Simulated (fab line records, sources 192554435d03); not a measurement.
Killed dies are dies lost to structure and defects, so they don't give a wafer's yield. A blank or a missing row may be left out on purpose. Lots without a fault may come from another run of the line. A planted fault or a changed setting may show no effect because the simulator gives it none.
Which tool did it? | flow n5_finfet | 12 lots, 36 wafers sampled, at 2 steps of a route of 1938

WHAT THE GAUGES READ, wafer by wafer
N5_BEOL_M13_INSPECT_55: inspects for defects (darkfield).
lot  | measured     | on                | raw_defect_count
L075 | day 11 15:13 | defect_inspect-02 | 60 55 155
L076 | day 12 07:55 | defect_inspect-02 | 84 89 75
L079 | day 13 06:42 | defect_inspect-02 | 44 54 64
L081 | day 13 19:53 | defect_inspect-01 | 46 80 46
L084 | day 14 01:47 | defect_inspect-01 | 61 62 41
L083 | day 14 10:01 | defect_inspect-01 | 62 74 42
L088 | day 15 04:58 | defect_inspect-02 | 52 48 67
L090 | day 15 10:13 | defect_inspect-02 | 53 67 103
L091 | day 15 19:39 | defect_inspect-02 | 50 48 61
L093 | day 16 11:21 | defect_inspect-02 | 39 43 38
L095 | day 17 01:49 | defect_inspect-02 | 116 64 82
L097 | day 17 08:42 | defect_inspect-01 | 96 59 59

WHICH TOOL RAN EACH LOT (tool, then ch and the chambers of the sampled wafers, then the start)
lot  | N5_BEOL_M13_ANNEAL_48
L075 | rtp_anneal-02 ch 0, day 11 14:28
L076 | rtp_anneal-02 ch 0, day 12 07:18
L079 | rtp_anneal-01 ch 0, day 13 06:00
L081 | rtp_anneal-01 ch 0, day 13 19:03
L084 | rtp_anneal-01 ch 0, day 14 01:02
L083 | rtp_anneal-01 ch 0, day 14 09:22
L088 | rtp_anneal-01 ch 0, day 15 04:16
L090 | rtp_anneal-01 ch 0, day 15 09:29
L091 | rtp_anneal-02 ch 0, day 15 19:00
L093 | rtp_anneal-02 ch 0, day 16 10:35
L095 | rtp_anneal-02 ch 0, day 17 01:04
L097 | rtp_anneal-01 ch 0, day 17 07:55
- N5_BEOL_M13_ANNEAL_48: time 90 s.

THE ANSWER, worked out from the rows above alone
Rule: what is usual is taken from the lots themselves. Put in order of their means at a reading, lots are off if they are a third of the lots or fewer, leave a main group of 4 or more, and stand apart from it by a gap of 3 or more times the standard deviation of the main group's means; of several such gaps the widest counts. A main group whose means are all the same, to the digits that the tables above print for the reading, isn't used. A lot without any number at a reading at which 4 lots or more have one is off too. The other lots that the step has rows for count as sound.
No lot is off at any reading shown: from this, nothing can be told.

WHAT THE SIMULATOR HAD PUT IN
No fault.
